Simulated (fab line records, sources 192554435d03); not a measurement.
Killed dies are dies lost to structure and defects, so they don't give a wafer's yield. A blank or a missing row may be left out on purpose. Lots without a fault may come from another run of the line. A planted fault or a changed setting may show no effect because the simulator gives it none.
Split-lot experiment | flow n5_finfet | 7 lots, 21 wafers read, on a route of 1938 steps

THE SPLIT
At N5_BEOL_M10_COAT_22 (resist thk 90 nm), the setting spin_rpm was moved away from the recipe's 1500 rpm on 6 of the 21 wafers read, by -10.5% to +8.3%. The other wafers ran this setting at the recipe's value.

FROM THE SPLIT TO THE READING: what the file shows between them, 6 steps
- N5_BEOL_M10_EBR_24
- N5_BEOL_M10_SOFTBAKE_23: time 60 s
- N5_BEOL_M10_EXPOSE_25: exposes mask V9
- N5_BEOL_M10_PEB_26: peb time 60 s
- N5_BEOL_M10_DEVELOP_27: develop time 30 s
- N5_BEOL_M10_DESCUM_33: chemistry O2, time 7.9 s

THE READING
CAR-ArF_of_BEOL_M10_COAT_22.thk_nm (the simulator's own value, which no gauge read), in nm, at N5_BEOL_M10_ETCH_65 (etches SiARC in CF4, target depth 39 nm, time 65 s). The file gives no usual value for it. The 15 wafers here that ran the recipe average 55.5 nm, standard deviation 0.76 nm.

wafer  | tool, chamber at the split | spin_rpm as run, rpm | against the recipe | CAR-ArF_of_BEOL_M10_COAT_22.thk_nm, nm | against lot-mates on the recipe
L074.2 | litho_track-02, 0          | 1342                 | -10.5%             | 61                                     | +5.4
L074.4 | litho_track-02, 0          | 1342                 | -10.5%             | 60.8                                   | +5.2
L074.6 | litho_track-02, 0          | 1500                 | recipe             | 55.6                                   | -
L084.3 | litho_track-02, 0          | 1500                 | recipe             | 55.6                                   | -
L084.4 | litho_track-02, 0          | 1500                 | recipe             | 56.4                                   | -
L084.5 | litho_track-02, 0          | 1500                 | recipe             | 55.6                                   | -
L085.1 | litho_track-04, 0          | 1500                 | recipe             | 56.8                                   | -
L085.3 | litho_track-04, 0          | 1500                 | recipe             | 55.8                                   | -
L085.4 | litho_track-04, 0          | 1500                 | recipe             | 56.2                                   | -
L086.2 | litho_track-04, 0          | 1625                 | +8.3%              | 50.8                                   | -3.0
L086.5 | litho_track-04, 0          | 1500                 | recipe             | 53.8                                   | -
L086.6 | litho_track-04, 0          | 1625                 | +8.3%              | 52.2                                   | -1.6
L089.2 | litho_track-03, 0          | 1430                 | -4.7%              | 57.6                                   | +1.2
L089.5 | litho_track-03, 0          | 1430                 | -4.7%              | 57.6                                   | +1.2
L089.6 | litho_track-03, 0          | 1500                 | recipe             | 56.4                                   | -
L090.1 | litho_track-03, 0          | 1500                 | recipe             | 54.8                                   | -
L090.2 | litho_track-03, 0          | 1500                 | recipe             | 54.6                                   | -
L090.6 | litho_track-03, 0          | 1500                 | recipe             | 54.8                                   | -
L093.1 | litho_track-04, 0          | 1500                 | recipe             | 55.4                                   | -
L093.2 | litho_track-04, 0          | 1500                 | recipe             | 55.6                                   | -
L093.5 | litho_track-04, 0          | 1500                 | recipe             | 55.8                                   | -

THE FIT
A straight line over all 21 wafers: CAR-ArF_of_BEOL_M10_COAT_22.thk_nm changes by -0.493 nm for each +1% of spin_rpm; r = -0.95; the points scatter about the line by 0.72 nm.
The same after taking each lot's own level away (the mean of its wafers on the recipe; 21 wafers): -0.394 nm for each +1%; r = -0.95; scatter 0.61 nm.
On that fit, the largest move of spin_rpm shifts the reading by 4.1 nm.
The lots' own levels span 53.80 to 56.40 nm, that is 3.4 times the standard deviation above.
So the lot-to-lot level changes the slope: the two fits differ.
Check: with one of the wafers moved furthest among these (-10.5%) left out of the fit, the line predicts +3.83 nm for it against its lot-mates. It came out at +5.4 nm against them.

OTHER SPLITS ON THESE WAFERS
These wafers also went through other splits before the reading. Each is held against what the fit with the lots' levels taken away leaves over:
other split on the same wafers | wafers away from the commonest value | r with CAR-ArF_of_BEOL_M10_COAT_22.thk_nm (lot level and that fit taken away)
N5_BEOL_M10_COAT_64 spin_rpm   | 8                                    | +0.11

THE WHOLE CHAIN: every reading that the file lists as answering this split, in the file's order
step                   | what it does                                       | reading                                                                             | change (the file's fit)               | r (the file's)
N5_BEOL_M10_COAT_22    | resist thk 90 nm                                   | CAR-ArF_of_BEOL_M10_COAT_22.thk_nm (the simulator's own value, which no gauge read) | -0.465 nm for each +1% of the setting | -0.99
N5_BEOL_M10_DEVELOP_27 | develop time 30 s                                  | CAR-ArF_of_BEOL_M10_COAT_22.thk_nm (the simulator's own value, which no gauge read) | -0.455 nm for each +1% of the setting | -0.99
N5_BEOL_M10_ETCH_65    | etches SiARC in CF4, target depth 39 nm, time 65 s | CAR-ArF_of_BEOL_M10_COAT_22.thk_nm (the simulator's own value, which no gauge read) | -0.399 nm for each +1% of the setting | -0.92

THE FILE'S OWN FIT
CAR-ArF_of_BEOL_M10_COAT_22.thk_nm changes by -0.399 nm for each +1% of spin_rpm, r = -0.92.
